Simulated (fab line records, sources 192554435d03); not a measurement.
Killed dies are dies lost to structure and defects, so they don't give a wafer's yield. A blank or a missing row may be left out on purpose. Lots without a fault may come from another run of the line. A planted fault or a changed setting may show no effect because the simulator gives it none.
fab line records | flow n5_finfet
record lots=7 wafers=19 last_day=17
route steps=1938 shown PASSIVATION@1898
lots that met no fault: from a run of the same line without faults
start_h: hours from the record's first day to the start of the lot's first wafer shown | wait_h: hours since the lot's step before | " the same as in the row above | L1.1+2: a row that stands for several wafers | - no value, or no start given | * or withheld: withheld | < > ~ a bound
route shown NAME@n: a module of which the file shows steps, and the number in the route of the first | usual: mean/standard deviation of fault-free wafers | same: alike in all rows | chamber/n: place in a boat | sites: the reading at each site | _std_site: their standard deviation | _edge_site: outer sites' mean less inner sites' | radius_mm: how far each site lies from the wafer's centre | mask NAME#n: copy n | behind: the tool/chamber that last shaped the wafer | hold: why the lot was held/for how many hours/how that ended | device: the transistor (n, p or np) that didn't switch | end of line: the same wafers' tests at the end of the route | a step without rows: its recipe alone | killed: dies lost to structure and defects at the first sort, not the wafer's yield | map: a wafer's dies, x killed, . not, _ none there
set.NAME: the setting as run; set.NAME@STEP: as run at that earlier step | model.NAME: the simulator's own value behind a step, which no gauge read
lots at some steps of the route; a table a step, a row a wafer
services: from which hour (start_h, from the record's first day; less than 0 if before it) a tool's chamber was out of use, for how many hours, and why
## steps
# step N5_PASSIVATION_COAT_24
# recipe spin_rpm=3000 resist_thk_nm=withheld
# step N5_PASSIVATION_EBR_26
# recipe solvent=PGMEA ebr_width_mm=1.5
# step N5_PASSIVATION_SOFTBAKE_25
# recipe temp_c=100 time_s=90
# step N5_PASSIVATION_EXPOSE_27
# recipe mask_id=PAD na=0.55 source_shape=conventional sigma_outer=0.8 polarization=unpolarized defocus_nm=0 dose_mj=32.3
# step N5_PASSIVATION_PEB_28
# recipe peb_temp_c=withheld peb_time_s=*
# step N5_PASSIVATION_DEVELOP_29
# recipe develop_time_s=60 rinse_liquid=diw dry=air_spin dev_temp_c=21
# step N5_PASSIVATION_HARDBAKE_31
# recipe temp_c=130 time_s=120
# step N5_PASSIVATION_CD_MEAS_30
# recipe target_cd_nm=4000 landing_energy_ev=500 detector=se_inlens polarity=opening
# usual cd_nm=3999.3/1.7
# columns lot.wafer tool chamber start_h wait_h cd_nm
L979.2 cd_sem-01 0 268.11 - 3994.6
L979.4 " 0 " " 3999.2
L979.5 " 0 " " 3998.8
L985.1 cd_sem-03 0 296.88 - 3999.0
L985.4 " 0 " " 3999.3
L985.5 " 0 " " 3997.4
L987.2 cd_sem-01 0 309.80 - 3997.1
L987.6 " 0 " " 3999.8
L992.1 cd_sem-03 0 332.35 - 4000.9
L992.6 " 0 " " 4001.4
L994.2 cd_sem-01 0 346.54 - 4001.4
L994.5 " 0 " " 4001.3
L994.6 " 0 " " 4002.7
L995.1 cd_sem-02 0 347.93 - 3998.4
L995.2 " 0 " " 3999.5
L995.6 " 0 " " 3998.1
L997.2 cd_sem-03 0 401.84 - 3996.8
L997.3 " 0 " " 3999.4
L997.6 " 0 " " 3998.6
# step N5_PASSIVATION_OVL_MEAS_63
# recipe points_per_wafer=44
# usual PAD_OVL=5/5.2
# columns lot.wafer tool chamber start_h wait_h PAD_OVL[nm]
L979.2 overlay-01 0 268.14 0.0 3
L979.4 " 0 " " 4
L979.5 " 0 " " 2
L985.1 overlay-02 0 296.91 0.0 12
L985.4 " 0 " " 8
L985.5 " 0 " " 15
L987.2 overlay-02 0 309.83 0.0 8
L987.6 " 0 " " -3
L992.1 overlay-02 0 332.38 0.0 -1
L992.6 " 0 " " 4
L994.2 overlay-01 0 346.57 0.0 4
L994.5 " 0 " " 4
L994.6 " 0 " " 1
L995.1 overlay-01 0 347.96 0.0 -4
L995.2 " 0 " " 1
L995.6 " 0 " " 0
L997.2 overlay-02 0 401.87 0.0 5
L997.3 " 0 " " -1
L997.6 " 0 " " 2
# step N5_PASSIVATION_INSPECT_64
# recipe mode=adi inspect_instrument=macro
# usual raw_defect_count=2.0/1.4
# columns lot.wafer tool chamber start_h wait_h raw_defect_count
L979.2 defect_inspect-02 - 268.17 0.0 1
L979.4 " - " " 3
L979.5 " - " " 4
L985.1 defect_inspect-01 - 296.93 0.0 2
L985.4 " - " " 4
L985.5 " - " " 3
L987.2 defect_inspect-01 - 309.85 0.0 1
L987.6 " - " " 0
L992.1 defect_inspect-01 - 332.41 0.0 3
L992.6 " - " " 3
L994.2 defect_inspect-01 - 346.59 0.0 2
L994.5 " - " " 0
L994.6 " - " " 4
L995.1 defect_inspect-02 - 347.98 0.0 3
L995.2 " - " " 1
L995.6 " - " " 3
L997.2 defect_inspect-02 - 401.90 0.0 3
L997.3 " - " " 1
L997.6 " - " " 3
# step N5_PASSIVATION_DESCUM_32
# recipe chemistry=O2 time_s=7.9 source_power_w=50 bias_power_w=20 pressure_mtorr=20 rf_frequency_hz=2.712e+07 temp_c=40 o2_flow_sccm=225
# usual drypump_motor_current_A=5.7/0.43 oes_product_au=0.80/0.084 rf_vpp_V=243.9/0.98 showerhead_plenum_p_Torr=2.14/0.043 throttle_valve_pct=20.34/0.24
# columns lot.wafer tool chamber start_h wait_h drypump_motor_current_A oes_product_au rf_hours_counter_h rf_vpp_V showerhead_plenum_p_Torr throttle_valve_pct
L979.2 rie_diel-03 1 268.20 0.0 5.3 0.82 72 243.9 2.13 20.53
L979.4 " 1 " " 5.3 0.83 - 243.4 2.13 20.52
L979.5 " 3 " " 5.2 0.68 - 245.5 2.15 20.48
L985.1 rie_diel-03 1 297.00 0.1 5.3 0.80 85 243.7 2.13 20.55
L985.4 " 2 " " 5.3 0.95 8 244.0 2.15 19.86
L985.5 " 3 " " 5.2 0.68 - 244.5 2.14 20.50
L987.2 rie_diel-01 2 309.89 0.0 5.2 0.86 48 243.3 2.14 20.66
L987.6 " 2 " " 5.2 0.86 - 244.7 2.14 20.64
L992.1 rie_diel-01 2 332.44 0.0 5.2 0.86 58 243.7 2.13 20.65
L992.6 " 2 " " 5.2 0.85 - 245.7 2.13 20.66
L994.2 rie_diel-01 2 346.63 0.0 5.2 0.84 64 242.0 2.13 20.67
L994.5 " 2 " " 5.2 0.85 - 243.0 2.13 20.66
L994.6 " 1 " " 5.7 0.72 - 244.3 2.17 20.48
L995.1 rie_diel-01 0 348.02 0.0 6.3 0.69 248 244.3 2.15 20.45
L995.2 " 2 " " 5.2 0.84 64 244.1 2.13 20.67
L995.6 " 0 " " 6.3 0.69 - 242.2 2.15 20.43
L997.2 rie_diel-05 3 401.93 0.0 5.7 0.85 61 242.6 2.04 20.53
L997.3 " 2 " " 5.9 0.81 70 242.5 2.10 20.29
L997.6 " 2 " " 5.9 0.80 - 243.2 2.10 20.26
# step N5_PASSIVATION_AL_ETCH_33
# recipe chemistry=Cl2/BCl3 target_depth_a=28000 over_etch_frac=0.15 Cl2_flow_sccm=180 bcl3_flow_sccm=60 target=Al stop_on=TaN time_s=466.7 ion_energy_ev=100 pressure_mtorr=10 icp_w=900 bias_w=100
# usual drypump_motor_current_A=6.0/0.4 he_backside_leak_sccm=3.42/0.23 oes_product_au=0.66/0.074 throttle_valve_pct=34.5/0.37
# columns lot.wafer tool chamber start_h wait_h drypump_motor_current_A he_backside_leak_sccm oes_product_au rf_hours_counter_h throttle_valve_pct
L979.2 rie_metal-01 0 268.29 0.1 5.8 3.36 0.58 108 35.0
L979.4 " 0 " " 5.8 3.62 0.57 - 35.0
L979.5 " 0 " " 5.8 3.45 0.58 - 35.0
L985.1 rie_metal-03 1 297.09 0.1 5.5 3.10 0.72 41 34.2
L985.4 " 0 " " 6.6 3.20 0.63 - 34.5
L985.5 " 0 " " 6.6 3.19 0.64 - 34.5
L987.2 rie_metal-03 1 309.97 0.1 5.5 3.08 0.70 42 34.3
L987.6 " 1 " " 5.5 3.36 0.71 - 34.3
L992.1 rie_metal-03 1 332.54 0.1 5.5 3.04 0.70 45 34.3
L992.6 " 1 " " 5.5 3.05 0.70 - 34.3
L994.2 rie_metal-02 0 346.71 0.1 6.5 3.23 0.62 83 33.8
L994.5 " 1 " " 5.7 3.39 0.73 - 34.3
L994.6 " 0 " " 6.5 3.27 0.62 - 33.8
L995.1 rie_metal-01 0 348.10 0.1 5.8 3.44 0.88 0 35.0
L995.2 " 1 " " 6.1 3.59 0.60 96 34.6
L995.6 " 0 " " 5.8 3.37 0.88 - 35.0
L997.2 rie_metal-03 0 402.02 0.1 6.6 3.34 0.61 84 34.6
L997.3 " 0 " " 6.6 3.19 0.61 - 34.6
L997.6 " 0 " " 6.6 3.15 0.61 - 34.6
# step N5_PASSIVATION_ETCH_59
# recipe chemistry=Cl2/BCl3 target=TaN target_depth_a=650 time_s=34.9 ion_energy_ev=100 pressure_mtorr=10 icp_w=900 bias_w=100 Cl2_flow_sccm=60 bcl3_flow_sccm=30
# usual drypump_motor_current_A=6.0/0.4 he_backside_leak_sccm=3.43/0.2 oes_product_au=0.72/0.083 throttle_valve_pct=21.29/0.3
# columns lot.wafer tool chamber start_h wait_h drypump_motor_current_A he_backside_leak_sccm oes_product_au rf_hours_counter_h throttle_valve_pct model.etch.depth_nm
L979.2 rie_metal-01 0 268.69 0.3 5.8 3.33 0.61 108 21.81 62.12
L979.4 " 0 " " 5.8 3.61 0.62 - 21.81 62.56
L979.5 " 0 " " 5.8 3.60 0.61 - 21.80 62.56
L985.1 rie_metal-03 1 297.49 0.3 5.5 3.22 0.79 41 21.10 75.67
L985.4 " 0 " " 6.6 3.60 0.69 - 21.46 64.77
L985.5 " 0 " " 6.6 3.35 0.69 - 21.45 65.49
L987.2 rie_metal-03 1 310.38 0.3 5.4 3.25 0.78 42 21.10 75.39
L987.6 " 1 " " 5.4 3.16 0.78 - 21.11 65.7
L992.1 rie_metal-03 1 332.94 0.3 5.4 3.20 0.78 45 21.08 76.08
L992.6 " 1 " " 5.4 3.09 0.79 - 21.09 66.61
L994.2 rie_metal-02 0 347.12 0.3 6.5 3.65 0.68 83 20.81 63.91
L994.5 " 1 " " 5.7 3.52 0.80 - 21.08 63.45
L994.6 " 0 " " 6.5 3.71 0.68 - 20.82 63.73
L995.1 rie_metal-01 0 348.51 0.3 5.8 3.48 0.96 1 21.56 64.44
L995.2 " 1 " " 6.1 3.79 0.65 96 21.47 63.35
L995.6 " 0 " " 5.8 3.39 0.97 - 21.56 64.74
L997.2 rie_metal-03 0 402.42 0.3 6.6 3.62 0.67 84 21.45 65.18
L997.3 " 0 " " 6.5 3.39 0.68 - 21.46 65.4
L997.6 " 0 " " 6.6 3.20 0.68 - 21.45 65.95
# step N5_PASSIVATION_STRIP_34
# recipe chemistry=O2 power_w=600 temp_c=60 pressure_mtorr=30 rf_frequency_hz=6e+07 bias_power_w=0 overash_fraction=2 o2_flow_sccm=225
# usual drypump_motor_current_A=5.6/0.43 oes_product_au=0.80/0.084 rf_vpp_V=3.6/1.6 showerhead_plenum_p_Torr=2.14/0.038 throttle_valve_pct=16.59/0.23
# columns lot.wafer tool chamber start_h wait_h drypump_motor_current_A oes_product_au rf_hours_counter_h rf_vpp_V showerhead_plenum_p_Torr throttle_valve_pct
L979.2 rie_diel-01 2 268.81 0.1 5.2 0.90 30 1.2 2.15 16.80
L979.4 " 2 " " 5.2 0.88 - 2.4 2.15 16.79
L979.5 " 1 " " 5.7 0.73 - 0.4 2.19 16.71
L985.1 rie_diel-03 3 297.60 0.1 5.3 0.69 243 4.0 2.15 16.76
L985.4 " 0 " " 5.8 0.85 76 4.6 2.21 16.59
L985.5 " 3 " " 5.3 0.68 - 5.3 2.15 16.78
L987.2 rie_diel-03 1 310.49 0.1 5.3 0.79 87 0.5 2.13 16.81
L987.6 " 0 " " 5.9 0.84 - 5.2 2.21 16.53
L992.1 rie_diel-05 0 333.05 0.1 6.4 0.97 4 4.1 2.14 16.09
L992.6 " 2 " " 5.9 0.86 - 2.5 2.11 16.48
L994.2 rie_diel-03 2 347.38 0.2 5.3 0.88 28 4.2 2.15 16.19
L994.5 " 1 " " 5.3 0.77 - 4.1 2.13 16.77
L994.6 " 2 " " 5.3 0.88 - 3.7 2.15 16.19
L995.1 rie_diel-05 2 348.68 0.1 5.9 0.84 51 4.3 2.11 16.50
L995.2 " 0 " " 6.4 0.98 8 3.7 2.13 16.08
L995.6 " 2 " " 5.9 0.83 - 4.8 2.11 16.46
L997.2 rie_diel-03 0 402.54 0.1 5.8 0.80 118 4.8 2.19 16.66
L997.3 " 1 " " 5.3 0.78 125 5.3 2.12 16.84
L997.6 " 2 " " 5.3 0.85 - 2.5 2.14 16.18
# step N5_PASSIVATION_PROBE_49
# usual defect_limited_yield=91.1/1.3 killed_at_M0_to_M3=35/11 killed_at_M4_up=13/5.4 killed_at_contacts=14/6.5 killed_at_front_end=41/11 killed_at_other=4/3.1 killed_dies=106/15 killed_open=69/12 killed_short=35/7 sort_bin_5_function=5.2/0.86 sort_bin_6_memory=3.4/0.64 sort_bin_8_speed=0.00/0.049 sort_n_pass=1074/15 sort_yield_pct=91.0/1.3
# same gross_dies=1180 killed_at_back_side=0 sort_bin_4_leakage[%]=0
# columns lot.wafer tool chamber start_h wait_h defect_limited_yield[%] killed_at_M0_to_M3 killed_at_M4_up killed_at_contacts killed_at_front_end killed_at_other killed_dies killed_open killed_short sort_bin_5_function[%] sort_bin_6_memory[%] sort_bin_8_speed[%] sort_n_pass sort_yield_pct[%]
L992.1 prober-02 - 337.35 0.0 91.5 29 13 25 29 4 100 70 30 4.8 3.2 0 1080 91.5
L992.6 prober-02 - 337.60 0.3 89.2 45 24 21 30 8 128 85 39 5.8 4.6 0 1052 89.2
L994.2 prober-02 - 351.61 0.1 88.8 28 29 28 42 5 132 93 36 7.0 4.1 0 1048 88.8
L994.5 prober-02 - 351.76 0.2 90.8 37 27 14 30 1 109 76 29 5.5 3.5 0 1071 90.8
L994.6 prober-02 - 351.81 0.3 87.6 31 22 38 51 4 146 106 38 7.2 5.1 0 1034 87.6
# killed by level:class
L992.1 MOL_CONTACT_COAG:geometric_particle:open=18 BEOL_M0_SAQP:geometric_particle:open=9 BEOL_M3:geometric_particle:open=8 MOL_CONTACT_COAG:geometric_particle:short=7 STI_FIN_REVEAL:geometric_particle:open=6 BEOL_M4:geometric_particle:open=5 DUMMY_GATE:geometric_particle:open=4 ILD0:geometric_particle:short=4
L992.6 MOL_CONTACT_COAG:geometric_particle:open=18 BEOL_M3:geometric_particle:open=11 BEOL_M0_SAQP:geometric_particle:open=10 BEOL_M0_SAQP:geometric_particle:short=10 BEOL_M4:geometric_particle:open=9 FIN_SAQP:geometric_particle:short=6 STI_FIN_REVEAL:geometric_particle:open=6 BEOL_M7:geometric_particle:open=5
L994.2 MOL_CONTACT_COAG:geometric_particle:open=21 FIN_SAQP:geometric_particle:open=11 STI_FIN_REVEAL:geometric_particle:open=11 BEOL_M4:geometric_particle:open=11 FIN_SAQP:geometric_particle:short=6 MOL_CONTACT_COAG:geometric_particle:short=6 BEOL_M3:geometric_particle:open=6 BEOL_M5:geometric_particle:open=6
L994.5 MOL_CONTACT_COAG:geometric_particle:open=10 STI_FIN_REVEAL:geometric_particle:open=9 BEOL_M4:geometric_particle:open=9 BEOL_M3:geometric_particle:open=7 BEOL_M0_SAQP:geometric_particle:open=6 BEOL_M0_SAQP:geometric_particle:short=6 BEOL_M1:geometric_particle:open=6 BEOL_M0:geometric_particle:open=5
L994.6 MOL_CONTACT_COAG:geometric_particle:open=30 STI_FIN_REVEAL:geometric_particle:open=14 FIN_SAQP:geometric_particle:open=12 BEOL_M4:geometric_particle:open=12 FIN_SAQP:geometric_particle:short=9 MOL_CONTACT_COAG:geometric_particle:short=8 BEOL_M3:geometric_particle:open=8 DUMMY_GATE:geometric_particle:open=6
## services
# columns tool chamber start_h hours kind
rie_diel-03 2 254.30 - clean
rie_diel-03 2 254.30 - consumable_replace:focus_ring
rie_diel-03 2 254.30 22.5 scheduled_down
rie_diel-03 2 254.30 22.5 vent_cycle
rie_diel-05 2 271.67 4.7 repair
rie_diel-01 0 275.58 5.2 repair
rie_metal-03 - 279.12 1.4 pm
rie_metal-02 - 288.54 15.6 pm
rie_diel-05 1 291.08 6.5 repair
rie_diel-03 1 302.27 7.5 repair
rie_diel-03 3 315.27 - clean
rie_diel-03 3 315.27 - consumable_replace:focus_ring
rie_diel-03 3 315.27 38.3 scheduled_down
rie_diel-01 0 317.42 11.6 repair
rie_diel-01 3 320.48 100.8 repair
rie_diel-03 2 326.80 3.5 repair
rie_metal-02 0 334.12 12.0 repair
rie_metal-02 1 341.29 1.8 repair
rie_metal-02 - 342.83 0.8 repair
rie_diel-05 1 347.17 6.4 repair
rie_diel-03 3 360.01 6.0 repair
rie_diel-01 0 381.53 9.7 repair
rie_diel-01 - 386.22 3.8 repair
rie_metal-03 - 392.17 1.2 repair
## key
first_sign none at tools or gauges
model_effect step=N5_PASSIVATION_ETCH_59 value=etch.depth_nm without=66 struck=75.71
met_at N5_PASSIVATION_ETCH_59
struck_wafers L985.1,L987.2,L992.1
fault kind=process_parameter_drift tool=rie_metal-03 chamber=- onset_h=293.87 steps=N5_PASSIVATION_ETCH_59 channel=time_s offset=* shape=step end_h=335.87 scope=struck_wafers_only acts_in=* stated=*
